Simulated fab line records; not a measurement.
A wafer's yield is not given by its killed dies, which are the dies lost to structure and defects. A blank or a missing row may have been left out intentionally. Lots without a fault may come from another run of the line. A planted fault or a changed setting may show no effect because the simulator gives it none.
fab line records ; flow n5_finfet
[record] lots = 24; wafers = 72; last_day = 18
route steps=1938 shown BEOL_M2@899
lots that met no fault: from a run of the same line without faults
start_h: start of the lot's first displayed wafer, in hours after the record's first day ; wait_h: hours elapsed since this lot's preceding step ; " the same as in the row above ; L1.1+2: a row that stands for several wafers ; - no value, or no start was given ; * or withheld: withheld ; < > ~ a bound
route shown NAME@n: a module of which the file shows steps, and the number in the route of the first ; usual: the fault-free wafers' mean and standard deviation ; same: alike in all rows ; chamber/n: place in a boat ; sites: the reading at each site ; _std_site: standard deviation of those values ; _edge_site: inner sites' mean taken away from outer sites' mean ; radius_mm: how far each site lies from the wafer's centre ; mask NAME#n: copy n ; behind: the most recent tool/chamber to have shaped the wafer ; hold: what put the lot on hold/how long, in hours/how the hold closed ; device: whichever transistor did not switch (one of n, p or np) ; end of line: at the end of the route, the tests of the same wafers ; a step with no rows: only its recipe ; killed: the dies lost at the first sort to structure and to defects; this is not the yield of the wafer ; map: per-die view of a wafer (x killed, . not killed, _ where there is no die)
set.NAME: the run value of the setting; set.NAME@STEP: its run value at that earlier step ; model.NAME: the simulator's own value behind a step, which no gauge read
route steps across a sampled set of lots; one table per step, one row per wafer
services: from which hour (start_h, from the record's first day; less than 0 if before it) a tool's chamber was out of use, for how many hours, and why
[[steps]]
[step N5_BEOL_M2_DEGAS_44]
[recipe] ambient = vacuum; temp_c = 250; time_s = 60
[usual] heater_power_w = 329/26
lot.wafer;tool;chamber;start_h;wait_h;heater_power_w
L074.2;pvd_sputter-03;-;154.73;0.2;374
L074.5;pvd_sputter-03;-;154.73;0.2;376
L074.6;pvd_sputter-03;-;154.73;0.2;322
L076.3;pvd_sputter-01;-;155.88;0.4;327
L076.5;pvd_sputter-01;-;155.88;0.4;331
L076.6;pvd_sputter-01;-;155.88;0.4;362
L075.1;pvd_sputter-03;-;161.43;0.2;301
L075.2;pvd_sputter-03;-;161.43;0.2;314
L075.6;pvd_sputter-03;-;161.43;0.2;308
L077.1;pvd_sputter-03;-;161.59;0.3;378
L077.3;pvd_sputter-03;-;161.59;0.3;313
L077.6;pvd_sputter-03;-;161.59;0.3;301
L079.1;pvd_sputter-03;-;167.33;0.2;292
L079.4;pvd_sputter-03;-;167.33;0.2;328
L079.5;pvd_sputter-03;-;167.33;0.2;327
L078.1;pvd_sputter-03;-;167.41;0.2;307
L078.2;pvd_sputter-03;-;167.41;0.2;320
L078.6;pvd_sputter-03;-;167.41;0.2;304
L080.3;pvd_sputter-01;-;176.54;0.3;311
L080.4;pvd_sputter-01;-;176.54;0.3;324
L080.5;pvd_sputter-01;-;176.54;0.3;318
L081.1;pvd_sputter-03;-;186.05;0.5;300
L081.2;pvd_sputter-03;-;186.05;0.5;301
L081.5;pvd_sputter-03;-;186.05;0.5;313
L082.2;pvd_sputter-03;-;190.71;0.2;295
L082.5;pvd_sputter-03;-;190.71;0.2;311
L082.6;pvd_sputter-03;-;190.71;0.2;301
L083.2;pvd_sputter-03;-;191.15;0.2;328
L083.4;pvd_sputter-03;-;191.15;0.2;378
L083.6;pvd_sputter-03;-;191.15;0.2;316
L084.1;pvd_sputter-03;-;194.97;0.9;322
L084.3;pvd_sputter-03;-;194.97;0.9;302
L084.5;pvd_sputter-03;-;194.97;0.9;320
L086.3;pvd_sputter-03;-;220.20;0.0;296
L086.5;pvd_sputter-03;-;220.20;0.0;299
L086.6;pvd_sputter-03;-;220.20;0.0;313
L088.2;pvd_sputter-03;-;222.87;0.2;319
L088.3;pvd_sputter-03;-;222.87;0.2;317
L088.6;pvd_sputter-03;-;222.87;0.2;376
L087.2;pvd_sputter-02;-;225.99;0.2;381
L087.4;pvd_sputter-02;-;225.99;0.2;345
L087.5;pvd_sputter-02;-;225.99;0.2;379
L085.3;pvd_sputter-02;-;226.49;0.3;335
L085.4;pvd_sputter-02;-;226.49;0.3;327
L085.5;pvd_sputter-02;-;226.49;0.3;333
L090.1;pvd_sputter-01;-;228.88;0.1;309
L090.2;pvd_sputter-01;-;228.88;0.1;327
L090.3;pvd_sputter-01;-;228.88;0.1;320
L089.1;pvd_sputter-02;-;232.34;1.0;322
L089.3;pvd_sputter-02;-;232.34;1.0;345
L089.4;pvd_sputter-02;-;232.34;1.0;371
L091.2;pvd_sputter-02;-;241.95;0.3;371
L091.4;pvd_sputter-02;-;241.95;0.3;328
L091.6;pvd_sputter-02;-;241.95;0.3;335
L092.2;pvd_sputter-01;-;247.53;0.8;310
L092.4;pvd_sputter-01;-;247.53;0.8;353
L092.5;pvd_sputter-01;-;247.53;0.8;330
L093.2;pvd_sputter-03;-;255.97;0.4;297
L093.3;pvd_sputter-03;-;255.97;0.4;306
L093.4;pvd_sputter-03;-;255.97;0.4;378
L095.4;pvd_sputter-01;-;259.31;0.1;343
L095.5;pvd_sputter-01;-;259.31;0.1;323
L095.6;pvd_sputter-01;-;259.31;0.1;353
L094.3;pvd_sputter-03;-;262.16;0.4;307
L094.4;pvd_sputter-03;-;262.16;0.4;381
L094.6;pvd_sputter-03;-;262.16;0.4;311
L096.2;pvd_sputter-01;-;278.29;0.5;330
L096.3;pvd_sputter-01;-;278.29;0.5;349
L096.5;pvd_sputter-01;-;278.29;0.5;330
L097.1;pvd_sputter-01;-;296.39;0.1;332
L097.4;pvd_sputter-01;-;296.39;0.1;321
L097.5;pvd_sputter-01;-;296.39;0.1;324
[step N5_BEOL_M2_PRE_CLEAN_45]
[recipe] gas = H2/He; time_s = 30; temp_c = 250
[usual] heater_power_w = 328/26
lot.wafer;tool;chamber;start_h;wait_h;heater_power_w
L074.2;pvd_sputter-03;-;154.77;0.0;386
L074.5;pvd_sputter-03;-;154.77;0.0;374
L074.6;pvd_sputter-03;-;154.77;0.0;320
L076.3;pvd_sputter-01;-;155.92;0.0;321
L076.5;pvd_sputter-01;-;155.92;0.0;333
L076.6;pvd_sputter-01;-;155.92;0.0;343
L075.1;pvd_sputter-03;-;161.47;0.0;295
L075.2;pvd_sputter-03;-;161.47;0.0;307
L075.6;pvd_sputter-03;-;161.47;0.0;310
L077.1;pvd_sputter-03;-;161.63;0.0;378
L077.3;pvd_sputter-03;-;161.63;0.0;314
L077.6;pvd_sputter-03;-;161.63;0.0;296
L079.1;pvd_sputter-03;-;167.37;0.0;311
L079.4;pvd_sputter-03;-;167.37;0.0;321
L079.5;pvd_sputter-03;-;167.37;0.0;318
L078.1;pvd_sputter-03;-;167.45;0.0;301
L078.2;pvd_sputter-03;-;167.45;0.0;329
L078.6;pvd_sputter-03;-;167.45;0.0;300
L080.3;pvd_sputter-01;-;176.58;0.0;324
L080.4;pvd_sputter-01;-;176.58;0.0;328
L080.5;pvd_sputter-01;-;176.58;0.0;307
L081.1;pvd_sputter-03;-;186.09;0.0;305
L081.2;pvd_sputter-03;-;186.09;0.0;296
L081.5;pvd_sputter-03;-;186.09;0.0;307
L082.2;pvd_sputter-03;-;190.75;0.0;302
L082.5;pvd_sputter-03;-;190.75;0.0;303
L082.6;pvd_sputter-03;-;190.75;0.0;304
L083.2;pvd_sputter-03;-;191.19;0.0;319
L083.4;pvd_sputter-03;-;191.19;0.0;377
L083.6;pvd_sputter-03;-;191.19;0.0;326
L084.1;pvd_sputter-03;-;195.01;0.0;325
L084.3;pvd_sputter-03;-;195.01;0.0;296
L084.5;pvd_sputter-03;-;195.01;0.0;316
L086.3;pvd_sputter-03;-;220.24;0.0;301
L086.5;pvd_sputter-03;-;220.24;0.0;303
L086.6;pvd_sputter-03;-;220.24;0.0;316
L088.2;pvd_sputter-03;-;222.91;0.0;325
L088.3;pvd_sputter-03;-;222.91;0.0;299
L088.6;pvd_sputter-03;-;222.91;0.0;380
L087.2;pvd_sputter-02;-;226.03;0.0;368
L087.4;pvd_sputter-02;-;226.03;0.0;341
L087.5;pvd_sputter-02;-;226.03;0.0;380
L085.3;pvd_sputter-02;-;226.53;0.0;337
L085.4;pvd_sputter-02;-;226.53;0.0;326
L085.5;pvd_sputter-02;-;226.53;0.0;328
L090.1;pvd_sputter-01;-;228.92;0.0;313
L090.2;pvd_sputter-01;-;228.92;0.0;314
L090.3;pvd_sputter-01;-;228.92;0.0;314
L089.1;pvd_sputter-02;-;232.38;0.0;316
L089.3;pvd_sputter-02;-;232.38;0.0;339
L089.4;pvd_sputter-02;-;232.38;0.0;367
L091.2;pvd_sputter-02;-;241.99;0.0;380
L091.4;pvd_sputter-02;-;241.99;0.0;340
L091.6;pvd_sputter-02;-;241.99;0.0;316
L092.2;pvd_sputter-01;-;247.57;0.0;313
L092.4;pvd_sputter-01;-;247.57;0.0;353
L092.5;pvd_sputter-01;-;247.57;0.0;340
L093.2;pvd_sputter-03;-;256.01;0.0;301
L093.3;pvd_sputter-03;-;256.01;0.0;312
L093.4;pvd_sputter-03;-;256.01;0.0;382
L095.4;pvd_sputter-01;-;259.35;0.0;341
L095.5;pvd_sputter-01;-;259.35;0.0;315
L095.6;pvd_sputter-01;-;259.35;0.0;339
L094.3;pvd_sputter-03;-;262.20;0.0;306
L094.4;pvd_sputter-03;-;262.20;0.0;379
L094.6;pvd_sputter-03;-;262.20;0.0;305
L096.2;pvd_sputter-01;-;278.33;0.0;325
L096.3;pvd_sputter-01;-;278.33;0.0;351
L096.5;pvd_sputter-01;-;278.33;0.0;329
L097.1;pvd_sputter-01;-;296.43;0.0;325
L097.4;pvd_sputter-01;-;296.43;0.0;311
L097.5;pvd_sputter-01;-;296.43;0.0;328
[step N5_BEOL_M2_ANNEAL_82]
[recipe] temp_c = 400; time_s = 240; ambient = vacuum
[usual] heater_power_w = 829/57
lot.wafer;tool;chamber;start_h;wait_h;heater_power_w
L074.2;pvd_sputter-02;-;156.01;0.0;859
L074.5;pvd_sputter-02;-;156.01;0.0;826
L074.6;pvd_sputter-02;-;156.01;0.0;947
L076.3;pvd_sputter-02;-;159.73;0.0;815
L076.5;pvd_sputter-02;-;159.73;0.0;836
L076.6;pvd_sputter-02;-;159.73;0.0;813
L075.1;pvd_sputter-03;-;163.11;0.0;942
L075.2;pvd_sputter-03;-;163.11;0.0;786
L075.6;pvd_sputter-03;-;163.11;0.0;782
L077.1;pvd_sputter-03;-;164.99;0.0;746
L077.3;pvd_sputter-03;-;164.99;0.0;773
L077.6;pvd_sputter-03;-;164.99;0.0;795
L079.1;pvd_sputter-02;-;169.02;0.0;813
L079.4;pvd_sputter-02;-;169.02;0.0;844
L079.5;pvd_sputter-02;-;169.02;0.0;828
L078.1;pvd_sputter-01;-;170.37;0.0;855
L078.2;pvd_sputter-01;-;170.37;0.0;776
L078.6;pvd_sputter-01;-;170.37;0.0;808
L080.3;pvd_sputter-03;-;177.95;0.0;946
L080.4;pvd_sputter-03;-;177.95;0.0;772
L080.5;pvd_sputter-03;-;177.95;0.0;927
L081.1;pvd_sputter-01;-;189.05;0.0;773
L081.2;pvd_sputter-01;-;189.05;0.0;832
L081.5;pvd_sputter-01;-;189.05;0.0;774
L082.2;pvd_sputter-02;-;192.13;0.0;851
L082.5;pvd_sputter-02;-;192.13;0.0;813
L082.6;pvd_sputter-02;-;192.13;0.0;860
L083.2;pvd_sputter-02;-;193.97;0.0;819
L083.4;pvd_sputter-02;-;193.97;0.0;887
L083.6;pvd_sputter-02;-;193.97;0.0;850
L084.1;pvd_sputter-03;-;196.13;0.0;758
L084.3;pvd_sputter-03;-;196.13;0.0;770
L084.5;pvd_sputter-03;-;196.13;0.0;823
L086.3;pvd_sputter-03;-;221.39;0.0;805
L086.5;pvd_sputter-03;-;221.39;0.0;804
L086.6;pvd_sputter-03;-;221.39;0.0;953
L088.2;pvd_sputter-01;-;224.06;0.0;793
L088.3;pvd_sputter-01;-;224.06;0.0;798
L088.6;pvd_sputter-01;-;224.06;0.0;771
L087.2;pvd_sputter-01;-;227.22;0.0;822
L087.4;pvd_sputter-01;-;227.22;0.0;779
L087.5;pvd_sputter-01;-;227.22;0.0;790
L085.3;pvd_sputter-01;-;229.48;0.0;802
L085.4;pvd_sputter-01;-;229.48;0.0;818
L085.5;pvd_sputter-01;-;229.48;0.0;763
L090.1;pvd_sputter-03;-;230.00;0.0;951
L090.2;pvd_sputter-03;-;230.00;0.0;755
L090.3;pvd_sputter-03;-;230.00;0.0;806
L089.1;pvd_sputter-03;-;233.56;0.0;775
L089.3;pvd_sputter-03;-;233.56;0.0;943
L089.4;pvd_sputter-03;-;233.56;0.0;798
L091.2;pvd_sputter-01;-;243.23;0.0;868
L091.4;pvd_sputter-01;-;243.23;0.0;786
L091.6;pvd_sputter-01;-;243.23;0.0;881
L092.2;pvd_sputter-01;-;248.85;0.0;836
L092.4;pvd_sputter-01;-;248.85;0.0;775
L092.5;pvd_sputter-01;-;248.85;0.0;767
L093.2;pvd_sputter-02;-;257.09;0.0;948
L093.3;pvd_sputter-02;-;257.09;0.0;837
L093.4;pvd_sputter-02;-;257.09;0.0;835
L095.4;pvd_sputter-01;-;262.17;0.0;789
L095.5;pvd_sputter-01;-;262.17;0.0;846
L095.6;pvd_sputter-01;-;262.17;0.0;791
L094.3;pvd_sputter-02;-;263.36;0.0;828
L094.4;pvd_sputter-02;-;263.36;0.0;931
L094.6;pvd_sputter-02;-;263.36;0.0;818
L096.2;pvd_sputter-03;-;279.66;0.0;940
L096.3;pvd_sputter-03;-;279.66;0.0;784
L096.5;pvd_sputter-03;-;279.66;0.0;752
L097.1;pvd_sputter-02;-;297.67;0.0;828
L097.4;pvd_sputter-02;-;297.67;0.0;817
L097.5;pvd_sputter-02;-;297.67;0.0;884
[step N5_BEOL_M2_ANNEAL_89]
[recipe] temp_c = 400; time_s = 240; ambient = vacuum
[usual] heater_power_w = 826/59
lot.wafer;tool;chamber;start_h;wait_h;heater_power_w
L074.2;pvd_sputter-02;-;156.45;0.0;828
L074.5;pvd_sputter-02;-;156.45;0.0;822
L074.6;pvd_sputter-02;-;156.45;0.0;932
L076.3;pvd_sputter-02;-;160.17;0.0;801
L076.5;pvd_sputter-02;-;160.17;0.0;860
L076.6;pvd_sputter-02;-;160.17;0.0;814
L075.1;pvd_sputter-03;-;163.55;0.0;949
L075.2;pvd_sputter-03;-;163.55;0.0;791
L075.6;pvd_sputter-03;-;163.55;0.0;809
L077.1;pvd_sputter-03;-;165.43;0.0;749
L077.3;pvd_sputter-03;-;165.43;0.0;758
L077.6;pvd_sputter-03;-;165.43;0.0;795
L079.1;pvd_sputter-02;-;169.46;0.0;810
L079.4;pvd_sputter-02;-;169.46;0.0;845
L079.5;pvd_sputter-02;-;169.46;0.0;820
L078.1;pvd_sputter-01;-;170.81;0.0;885
L078.2;pvd_sputter-01;-;170.81;0.0;780
L078.6;pvd_sputter-01;-;170.81;0.0;830
L080.3;pvd_sputter-03;-;178.39;0.0;936
L080.4;pvd_sputter-03;-;178.39;0.0;748
L080.5;pvd_sputter-03;-;178.39;0.0;924
L081.1;pvd_sputter-01;-;189.49;0.0;774
L081.2;pvd_sputter-01;-;189.49;0.0;813
L081.5;pvd_sputter-01;-;189.49;0.0;784
L082.2;pvd_sputter-02;-;192.57;0.0;829
L082.5;pvd_sputter-02;-;192.57;0.0;813
L082.6;pvd_sputter-02;-;192.57;0.0;855
L083.2;pvd_sputter-02;-;194.41;0.0;814
L083.4;pvd_sputter-02;-;194.41;0.0;949
L083.6;pvd_sputter-02;-;194.41;0.0;829
L084.1;pvd_sputter-03;-;196.57;0.0;754
L084.3;pvd_sputter-03;-;196.57;0.0;814
L084.5;pvd_sputter-03;-;196.57;0.0;778
L086.3;pvd_sputter-03;-;221.83;0.0;810
L086.5;pvd_sputter-03;-;221.83;0.0;802
L086.6;pvd_sputter-03;-;221.83;0.0;917
L088.2;pvd_sputter-01;-;224.50;0.0;785
L088.3;pvd_sputter-01;-;224.50;0.0;812
L088.6;pvd_sputter-01;-;224.50;0.0;792
L087.2;pvd_sputter-01;-;227.66;0.0;814
L087.4;pvd_sputter-01;-;227.66;0.0;802
L087.5;pvd_sputter-01;-;227.66;0.0;796
L085.3;pvd_sputter-01;-;229.92;0.0;787
L085.4;pvd_sputter-01;-;229.92;0.0;800
L085.5;pvd_sputter-01;-;229.92;0.0;780
L090.1;pvd_sputter-03;-;230.44;0.0;921
L090.2;pvd_sputter-03;-;230.44;0.0;734
L090.3;pvd_sputter-03;-;230.44;0.0;776
L089.1;pvd_sputter-03;-;234.00;0.0;768
L089.3;pvd_sputter-03;-;234.00;0.0;951
L089.4;pvd_sputter-03;-;234.00;0.0;798
L091.2;pvd_sputter-01;-;243.67;0.0;850
L091.4;pvd_sputter-01;-;243.67;0.0;758
L091.6;pvd_sputter-01;-;243.67;0.0;875
L092.2;pvd_sputter-01;-;249.29;0.0;795
L092.4;pvd_sputter-01;-;249.29;0.0;762
L092.5;pvd_sputter-01;-;249.29;0.0;774
L093.2;pvd_sputter-02;-;257.53;0.0;917
L093.3;pvd_sputter-02;-;257.53;0.0;886
L093.4;pvd_sputter-02;-;257.53;0.0;828
L095.4;pvd_sputter-01;-;262.61;0.0;758
L095.5;pvd_sputter-01;-;262.61;0.0;860
L095.6;pvd_sputter-01;-;262.61;0.0;772
L094.3;pvd_sputter-02;-;263.80;0.0;808
L094.4;pvd_sputter-02;-;263.80;0.0;896
L094.6;pvd_sputter-02;-;263.80;0.0;847
L096.2;pvd_sputter-03;-;280.10;0.0;953
L096.3;pvd_sputter-03;-;280.10;0.0;803
L096.5;pvd_sputter-03;-;280.10;0.0;727
L097.1;pvd_sputter-02;-;298.11;0.0;834
L097.4;pvd_sputter-02;-;298.11;0.0;844
L097.5;pvd_sputter-02;-;298.11;0.0;837
[step N5_BEOL_M2_ANNEAL_51]
[recipe] temp_c = 225; time_s = 90; ambient = N2
[usual] wafer_temp_C_max = 226.5/0.6
lot.wafer;tool;chamber;start_h;wait_h;wafer_temp_C_max
L074.2;rtp_anneal-02;0;157.49;0.1;226.6
L074.5;rtp_anneal-02;0;157.49;0.1;226.8
L074.6;rtp_anneal-02;0;157.49;0.1;226.4
L076.3;rtp_anneal-01;0;161.26;0.1;226.0
L076.5;rtp_anneal-01;0;161.26;0.1;226.3
L076.6;rtp_anneal-01;0;161.26;0.1;225.8
L075.1;rtp_anneal-02;0;164.55;0.1;227.7
L075.2;rtp_anneal-02;0;164.55;0.1;227.0
L075.6;rtp_anneal-02;0;164.55;0.1;227.1
L077.1;rtp_anneal-02;0;166.43;0.1;226.9
L077.3;rtp_anneal-02;0;166.43;0.1;226.5
L077.6;rtp_anneal-02;0;166.43;0.1;227.2
L079.1;rtp_anneal-01;0;170.46;0.1;225.7
L079.4;rtp_anneal-01;0;170.46;0.1;226.2
L079.5;rtp_anneal-01;0;170.46;0.1;225.6
L078.1;rtp_anneal-01;0;171.81;0.1;226.0
L078.2;rtp_anneal-01;0;171.81;0.1;225.9
L078.6;rtp_anneal-01;0;171.81;0.1;226.4
L080.3;rtp_anneal-02;0;179.49;0.1;226.8
L080.4;rtp_anneal-02;0;179.49;0.1;227.0
L080.5;rtp_anneal-02;0;179.49;0.1;227.6
L081.1;rtp_anneal-02;0;190.60;0.2;226.6
L081.2;rtp_anneal-02;0;190.60;0.2;226.3
L081.5;rtp_anneal-02;0;190.60;0.2;227.6
L082.2;rtp_anneal-02;0;193.61;0.1;227.4
L082.5;rtp_anneal-02;0;193.61;0.1;227.1
L082.6;rtp_anneal-02;0;193.61;0.1;227.0
L083.2;rtp_anneal-02;0;195.57;0.2;227.8
L083.4;rtp_anneal-02;0;195.57;0.2;226.9
L083.6;rtp_anneal-02;0;195.57;0.2;226.6
L084.1;rtp_anneal-02;0;197.57;0.1;227.3
L084.3;rtp_anneal-02;0;197.57;0.1;227.1
L084.5;rtp_anneal-02;0;197.57;0.1;227.1
L086.3;rtp_anneal-01;0;222.92;0.1;226.1
L086.5;rtp_anneal-01;0;222.92;0.1;225.7
L086.6;rtp_anneal-01;0;222.92;0.1;225.7
L088.2;rtp_anneal-02;0;225.54;0.1;227.8
L088.3;rtp_anneal-02;0;225.54;0.1;226.8
L088.6;rtp_anneal-02;0;225.54;0.1;227.6
L087.2;rtp_anneal-01;0;228.70;0.1;226.0
L087.4;rtp_anneal-01;0;228.70;0.1;226.1
L087.5;rtp_anneal-01;0;228.70;0.1;226.1
L085.3;rtp_anneal-01;0;231.01;0.1;226.4
L085.4;rtp_anneal-01;0;231.01;0.1;225.9
L085.5;rtp_anneal-01;0;231.01;0.1;226.1
L090.1;rtp_anneal-01;0;231.44;0.1;226.5
L090.2;rtp_anneal-01;0;231.44;0.1;225.9
L090.3;rtp_anneal-01;0;231.44;0.1;226.0
L089.1;rtp_anneal-01;0;235.01;0.1;226.0
L089.3;rtp_anneal-01;0;235.01;0.1;225.9
L089.4;rtp_anneal-01;0;235.01;0.1;225.8
L091.2;rtp_anneal-01;0;244.73;0.1;225.9
L091.4;rtp_anneal-01;0;244.73;0.1;226.0
L091.6;rtp_anneal-01;0;244.73;0.1;226.2
L092.2;rtp_anneal-02;0;250.34;0.1;227.3
L092.4;rtp_anneal-02;0;250.34;0.1;227.3
L092.5;rtp_anneal-02;0;250.34;0.1;226.7
L093.2;rtp_anneal-02;0;258.63;0.2;226.4
L093.3;rtp_anneal-02;0;258.63;0.2;226.1
L093.4;rtp_anneal-02;0;258.63;0.2;226.7
L095.4;rtp_anneal-02;0;263.82;0.2;227.1
L095.5;rtp_anneal-02;0;263.82;0.2;226.8
L095.6;rtp_anneal-02;0;263.82;0.2;227.0
L094.3;rtp_anneal-01;0;264.88;0.1;226.0
L094.4;rtp_anneal-01;0;264.88;0.1;226.2
L094.6;rtp_anneal-01;0;264.88;0.1;226.3
L096.2;rtp_anneal-01;0;283.75;2.6;226.1
L096.3;rtp_anneal-01;0;283.75;2.6;225.7
L096.5;rtp_anneal-01;0;283.75;2.6;225.9
L097.1;rtp_anneal-01;0;301.98;2.9;225.9
L097.4;rtp_anneal-01;0;301.98;2.9;225.8
L097.5;rtp_anneal-01;0;301.98;2.9;226.2
[step N5_BEOL_M2_INSPECT_59]
[recipe] inspect_instrument = darkfield; mode = post_dep
[usual] raw_defect_count = 73/27
lot.wafer;tool;chamber;start_h;wait_h;raw_defect_count
L074.2;defect_inspect-01;-;158.33;0.0;130
L074.5;defect_inspect-01;-;158.33;0.0;149
L074.6;defect_inspect-01;-;158.33;0.0;80
L076.3;defect_inspect-01;-;162.06;0.0;45
L076.5;defect_inspect-01;-;162.06;0.0;35
L076.6;defect_inspect-01;-;162.06;0.0;46
L075.1;defect_inspect-01;-;165.43;0.0;80
L075.2;defect_inspect-01;-;165.43;0.0;59
L075.6;defect_inspect-01;-;165.43;0.0;76
L077.1;defect_inspect-02;-;167.31;0.0;43
L077.3;defect_inspect-02;-;167.31;0.0;87
L077.6;defect_inspect-02;-;167.31;0.0;49
L079.1;defect_inspect-02;-;171.33;0.0;112
L079.4;defect_inspect-02;-;171.33;0.0;67
L079.5;defect_inspect-02;-;171.33;0.0;57
L078.1;defect_inspect-02;-;172.69;0.0;79
L078.2;defect_inspect-02;-;172.69;0.0;148
L078.6;defect_inspect-02;-;172.69;0.0;108
L080.3;defect_inspect-02;-;180.38;0.0;62
L080.4;defect_inspect-02;-;180.38;0.0;70
L080.5;defect_inspect-02;-;180.38;0.0;77
L081.1;defect_inspect-01;-;192.47;0.0;65
L081.2;defect_inspect-01;-;192.47;0.0;38
L081.5;defect_inspect-01;-;192.47;0.0;45
L082.2;defect_inspect-01;-;194.53;0.0;70
L082.5;defect_inspect-01;-;194.53;0.0;57
L082.6;defect_inspect-01;-;194.53;0.0;73
L083.2;defect_inspect-01;-;196.40;0.0;51
L083.4;defect_inspect-01;-;196.40;0.0;31
L083.6;defect_inspect-01;-;196.40;0.0;31
L084.1;defect_inspect-01;-;198.50;0.0;65
L084.3;defect_inspect-01;-;198.50;0.0;85
L084.5;defect_inspect-01;-;198.50;0.0;54
L086.3;defect_inspect-01;-;223.78;0.0;58
L086.5;defect_inspect-01;-;223.78;0.0;41
L086.6;defect_inspect-01;-;223.78;0.0;98
L088.2;defect_inspect-02;-;226.38;0.0;91
L088.3;defect_inspect-02;-;226.38;0.0;94
L088.6;defect_inspect-02;-;226.38;0.0;65
L087.2;defect_inspect-02;-;229.54;0.0;107
L087.4;defect_inspect-02;-;229.54;0.0;123
L087.5;defect_inspect-02;-;229.54;0.0;68
L085.3;defect_inspect-01;-;231.83;0.0;78
L085.4;defect_inspect-01;-;231.83;0.0;41
L085.5;defect_inspect-01;-;231.83;0.0;69
L090.1;defect_inspect-02;-;232.34;0.0;57
L090.2;defect_inspect-02;-;232.34;0.0;110
L090.3;defect_inspect-02;-;232.34;0.0;104
L089.1;defect_inspect-02;-;236.33;0.0;68
L089.3;defect_inspect-02;-;236.33;0.0;68
L089.4;defect_inspect-02;-;236.33;0.0;39
L091.2;defect_inspect-02;-;245.57;0.0;44
L091.4;defect_inspect-02;-;245.57;0.0;30
L091.6;defect_inspect-02;-;245.57;0.0;62
L092.2;defect_inspect-02;-;251.20;0.0;57
L092.4;defect_inspect-02;-;251.20;0.0;87
L092.5;defect_inspect-02;-;251.20;0.0;103
L093.2;defect_inspect-01;-;259.47;0.0;61
L093.3;defect_inspect-01;-;259.47;0.0;69
L093.4;defect_inspect-01;-;259.47;0.0;31
L095.4;defect_inspect-02;-;264.69;0.0;57
L095.5;defect_inspect-02;-;264.69;0.0;116
L095.6;defect_inspect-02;-;264.69;0.0;72
L094.3;defect_inspect-02;-;265.68;0.0;68
L094.4;defect_inspect-02;-;265.68;0.0;62
L094.6;defect_inspect-02;-;265.68;0.0;112
L096.2;defect_inspect-01;-;284.59;0.0;82
L096.3;defect_inspect-01;-;284.59;0.0;87
L096.5;defect_inspect-01;-;284.59;0.0;94
L097.1;defect_inspect-01;-;302.87;0.0;53
L097.4;defect_inspect-01;-;302.87;0.0;55
L097.5;defect_inspect-01;-;302.87;0.0;69
[[services]]
tool;chamber;start_h;hours;kind
pvd_sputter-01;-;156.15;13.6;repair
rtp_anneal-02;-;276.12;56.7;pm
[[key]]
fault none
